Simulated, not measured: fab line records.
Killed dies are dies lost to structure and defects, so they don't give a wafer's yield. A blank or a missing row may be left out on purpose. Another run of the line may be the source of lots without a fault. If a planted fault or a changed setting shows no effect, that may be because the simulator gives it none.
fab line records    flow nand_harc
[record] lots = 5  wafers = 15  last_day = 32
route steps=1302 shown P_GATE@202
lots with no fault: from the same line, run without faults
start_h: the number of hours between the record's first day and the start of the first shown wafer of the lot    wait_h: hours since the lot's step before    " unchanged from the row above    L1.1+2: several wafers, shown together as one row    - value missing, or start not given    * or withheld: withheld    < > ~ a bound
route shown NAME@n: NAME is a module with steps in the file, n the number in the route of the first one    usual: average and standard deviation across the fault-free wafers    same: alike in all rows    chamber/n: place in a boat    sites: the reading at each site    _std_site: the standard deviation of these    _edge_site: inner sites' mean taken away from outer sites' mean    radius_mm: for every site, how far away it sits from the centre of the wafer    mask NAME#n: copy n    behind: the last tool/chamber to shape the wafer    hold: reason for holding the lot/hours on hold/outcome of the hold    device: transistor that didn't switch, given as n, p or np    end of line: the route-end tests of the same wafers    where a step has no rows: the recipe by itself    killed: dies that structure and defects cost at the first sort, which is not the same as the wafer's yield    map: shows each die of a wafer: x if killed, . if not, _ if none is there
set.NAME: setting as actually run; set.NAME@STEP: the setting as run at that earlier step    model.NAME: the simulator's own value behind a step, which no gauge read
a table for each step, a row for each wafer; lots at some steps of the route
services: the hour from which a tool's chamber was out of use, counted from the record's first day as start_h (under 0 if before that day), plus the number of hours and why
[[steps]]
[step NHARC_P_GATE_DESCUM_93]
[recipe] time_s = 3  o2_flow_sccm = 200  ar_flow_sccm = 0  bias_power_w = 0  chemistry = O2
[step NHARC_P_GATE_IMPLANT_94]
[recipe] energy_kev = 60  dose_cm2 = 2e+15  tilt_deg = 7
[step NHARC_P_GATE_STRIP_113]
[recipe] power_w = 1500  temp_c = 110  time_s = 740  chemistry = N2/H2
[usual] drypump_motor_current_A = 5.8/0.41  heater_power_w = 83/6  temp_c = 110.00/0.14
lot.wafer  tool             chamber  start_h  wait_h  drypump_motor_current_A  heater_power_w  rf_hours_counter_h  temp_c
L560.1     plasma_asher-02  0        115.59   0.2     5.8                      90              7                   109.89
L560.4     "                0        "        "       5.8                      91              -                   110.09
L560.6     "                1        "        "       6.1                      82              -                   110.14
L573.2     plasma_asher-01  1        259.16   0.2     6.1                      72              16                  110.19
L573.1     "                0        "        "       5.2                      83              16                  110.13
L573.5     "                1        "        "       6.1                      75              -                   110.37
L575.1     plasma_asher-01  1        261.43   0.2     6.2                      74              17                  109.97
L575.6     "                1        "        "       6.2                      75              -                   109.97
L575.5     "                0        "        "       5.2                      84              -                   109.92
L581.2     plasma_asher-01  0        324.04   0.2     5.2                      83              30                  110.12
L581.3     "                1        "        "       6.1                      75              -                   109.88
L581.6     "                1        "        "       6.2                      74              -                   109.91
L583.2     plasma_asher-01  1        340.85   0.3     6.2                      74              35                  110.02
L583.4     "                0        "        "       5.2                      84              -                   110.13
L583.6     "                0        "        "       5.2                      82              -                   110.08
[step NHARC_P_GATE_STRIP_95]
[recipe] power_w = 1500  temp_c = 250  chemistry = O2
[step NHARC_P_GATE_STRIP_96]
[recipe] time_s = 900  temp_c = 130  chemistry = SPM
[step NHARC_P_GATE_RTA_64]
[recipe] temp_c = 1050  time_s = 1
[usual] lamp_power_pct = 36.3/0.74  lamp_zone_3_pct = 36.3/0.74  lamp_zone_7_pct = 36.8/0.74  wafer_temp_C_max = 1053.5/1.4
lot.wafer  tool           chamber  start_h  wait_h  lamp_power_pct  lamp_zone_3_pct  lamp_zone_7_pct  wafer_temp_C_max
L560.1     rtp_anneal-01  0        116.87   -       35.7            35.8             36.2             1052.5
L560.4     "              0        "        "       35.8            35.8             36.2             1053.1
L560.6     "              0        "        "       35.7            35.8             36.2             1053.5
L573.1     rtp_anneal-02  0        260.45   -       37.3            37.3             37.8             1055.9
L573.2     "              0        "        "       37.3            37.3             37.7             1053.9
L573.5     "              0        "        "       37.3            37.2             37.8             1057.3
L575.1     rtp_anneal-01  0        262.76   -       35.9            35.8             36.2             1052.2
L575.5     "              0        "        "       35.8            35.8             36.2             1052.6
L575.6     "              0        "        "       35.8            35.8             36.3             1052.9
L581.2     rtp_anneal-02  0        325.35   -       37.3            37.2             37.7             1054.0
L581.3     "              0        "        "       37.3            37.3             37.7             1054.5
L581.6     "              0        "        "       37.2            37.3             37.6             1056.6
L583.2     rtp_anneal-02  0        342.03   -       37.3            37.2             37.8             1055.9
L583.4     "              0        "        "       37.2            37.2             37.8             1055.4
L583.6     "              0        "        "       37.3            37.3             37.6             1057.1
[step NHARC_P_GATE_ETCH_77]
[recipe] target_depth_a = 60  chemistry = dHF  material = SiO2
[step NHARC_P_GATE_DEGAS_109]
[recipe] temp_c = 300  time_s = 60
[usual] heater_power_w = 462/44
lot.wafer  tool            chamber  start_h  wait_h  heater_power_w
L560.4     pvd_sputter-01  -        117.18   0.1     430
L560.1     "               -        "        "       522
L560.6     "               -        "        "       419
L573.1     pvd_sputter-01  -        260.79   0.1     443
L573.2     "               -        "        "       425
L573.5     "               -        "        "       525
L575.1     pvd_sputter-03  -        263.12   0.1     446
L575.5     "               -        "        "       537
L575.6     "               -        "        "       467
L581.2     pvd_sputter-01  -        325.63   0.1     430
L581.3     "               -        "        "       448
L581.6     "               -        "        "       414
L583.4     pvd_sputter-02  -        342.31   0.1     447
L583.2     "               -        "        "       444
L583.6     "               -        "        "       453
[step NHARC_P_GATE_PRE_CLEAN_110]
[recipe] time_s = 30  bias_v = 200  gas = Ar
[step NHARC_P_GATE_SPUTTER_78]
[recipe] target_thk_a = 100  material = Ni
[step NHARC_P_GATE_SPUTTER_79]
[recipe] target_thk_a = 100  material = TiN
[step NHARC_P_GATE_RTA_80]
[recipe] temp_c = 300  time_s = 30
[usual] lamp_power_pct = 2.17/0.045  lamp_zone_3_pct = 2.17/0.045  lamp_zone_7_pct = 2.28/0.047  wafer_temp_C_max = 301.1/0.42
lot.wafer  tool           chamber  start_h  wait_h  lamp_power_pct  lamp_zone_3_pct  lamp_zone_7_pct  wafer_temp_C_max
L560.1     rtp_anneal-01  0        117.48   -       2.13            2.13             2.24             300.8
L560.4     "              0        "        "       2.13            2.13             2.24             300.7
L560.6     "              0        "        "       2.13            2.13             2.24             301.0
L573.1     rtp_anneal-01  0        261.15   -       2.14            2.14             2.24             300.8
L573.2     "              0        "        "       2.14            2.14             2.24             301.1
L573.5     "              0        "        "       2.14            2.14             2.24             300.9
L575.1     rtp_anneal-02  0        263.40   -       2.22            2.22             2.33             302.3
L575.5     "              0        "        "       2.22            2.22             2.33             301.5
L575.6     "              0        "        "       2.22            2.22             2.33             301.7
L581.2     rtp_anneal-02  0        325.95   -       2.23            2.23             2.34             301.6
L581.3     "              0        "        "       2.23            2.23             2.34             301.1
L581.6     "              0        "        "       2.23            2.23             2.34             301.4
L583.2     rtp_anneal-02  0        342.63   -       2.22            2.22             2.33             301.0
L583.4     "              0        "        "       2.22            2.22             2.33             301.0
L583.6     "              0        "        "       2.22            2.22             2.33             301.0
[step NHARC_P_GATE_STRIP_67]
[recipe] time_s = 600  temp_c = 130  chemistry = SPM
[usual] bath_guard_temp_C = 129.9/0.39  temp_c = 130.00/0.15
lot.wafer  tool          chamber  start_h  wait_h  bath_guard_temp_C  temp_c
L560.1     wet_bench-02  2        117.68   0.2     129.6              129.78
L560.6     "             3        "        "       129.9              130.03
L560.4     "             5        "        "       129.8              130.02
L573.5     wet_bench-02  4        261.36   0.1     130.0              130.01
L573.2     "             5        "        "       129.7              130.17
L573.1     "             6        "        "       124.8              125.01
L575.1     wet_bench-01  3        263.60   0.2     130.3              130.16
L575.6     "             4        "        "       129.2              129.97
L575.5     "             0        "        "       130.4              129.57
L581.3     wet_bench-02  1        326.12   0.1     129.9              130.13
L581.6     "             4        "        "       130.0              129.95
L581.2     "             5        "        "       129.7              130.08
L583.4     wet_bench-06  0        342.83   0.1     129.8              130.14
L583.2     "             1        "        "       130.2              130.24
L583.6     "             2        "        "       129.6              129.96
[step NHARC_P_GATE_RTA_82]
[recipe] temp_c = 450  time_s = 30
[usual] lamp_power_pct = 4.30/0.086  lamp_zone_3_pct = 4.30/0.086  lamp_zone_7_pct = 4.53/0.09  wafer_temp_C_max = 451.8/0.69
lot.wafer  tool           chamber  start_h  wait_h  lamp_power_pct  lamp_zone_3_pct  lamp_zone_7_pct  wafer_temp_C_max
L560.1     rtp_anneal-02  0        117.94   -       4.36            4.36             4.60             451.6
L560.4     "              0        "        "       4.36            4.37             4.60             451.8
L560.6     "              0        "        "       4.37            4.37             4.60             452.4
L573.1     rtp_anneal-02  0        261.60   -       4.36            4.37             4.60             452.9
L573.2     "              0        "        "       4.37            4.37             4.60             452.6
L573.5     "              0        "        "       4.37            4.37             4.60             452.7
L575.1     rtp_anneal-02  0        264.05   -       4.36            4.37             4.60             452.2
L575.5     "              0        "        "       4.37            4.37             4.60             453.1
L575.6     "              0        "        "       4.36            4.37             4.60             451.6
L581.2     rtp_anneal-01  0        326.41   -       4.19            4.19             4.41             451.1
L581.3     "              0        "        "       4.18            4.18             4.41             451.4
L581.6     "              0        "        "       4.19            4.19             4.40             451.4
L583.2     rtp_anneal-02  0        343.09   -       4.37            4.37             4.60             452.0
L583.4     "              0        "        "       4.37            4.37             4.60             451.8
L583.6     "              0        "        "       4.37            4.37             4.59             452.3
[[services]]
tool             chamber  start_h  hours  kind
wet_bench-01     -        101.60   8.0    pm
pvd_sputter-02   -        104.00   10.0   pm
plasma_asher-01  -        166.15   9.0    pm
plasma_asher-01  0        166.15   9.0    vent_cycle
plasma_asher-01  1        166.15   9.0    vent_cycle
pvd_sputter-03   -        170.00   10.0   pm
plasma_asher-01  0        175.15   -      clean
plasma_asher-01  1        175.15   -      clean
wet_bench-01     -        176.10   4.7    repair
wet_bench-06     -        193.60   8.0    pm
pvd_sputter-02   -        221.84   8.3    repair
pvd_sputter-01   -        225.24   3.9    repair
plasma_asher-01  -        227.55   1.3    repair
pvd_sputter-01   -        229.17   10.0   pm
wet_bench-02     -        244.00   8.0    pm
plasma_asher-02  -        249.21   9.0    pm
wet_bench-02     0        252.00   -      consumable_replace:bath
pvd_sputter-01   -        253.70   4.3    repair
wet_bench-01     -        272.68   0.8    repair
wet_bench-01     -        277.60   8.0    pm
wet_bench-01     -        287.06   2.9    repair
plasma_asher-01  -        343.15   9.0    pm
plasma_asher-01  0        343.15   9.0    vent_cycle
plasma_asher-01  1        343.15   9.0    vent_cycle
[[key]]
[first_sign] step = NHARC_P_GATE_STRIP_67  reading = temp_c  direction = down  sigmas = 34  usual = *  struck = *
[effect] step = NHARC_P_GATE_STRIP_67  reading = bath_guard_temp_C  direction = down  sigmas = 13  usual = *  struck = *
met_at NHARC_P_GATE_STRIP_67
struck_wafers L573.1
tester_left_out L573
[fault] kind = process_parameter_drift  tool = wet_bench-02  chamber = 6  onset_h = 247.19  steps = NHARC_P_GATE_STRIP_67  channel = temp_c  offset = *  shape = step  end_h = 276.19  acts_in = *  stated = *
// tester_left_out: of these lots the tester's yield and bins aren't shown, on N5 and GAA mostly nor the transistor test; their killed dies are dies lost to structure and defects alone, not to doping, threshold or leakage, so they don't give the yield
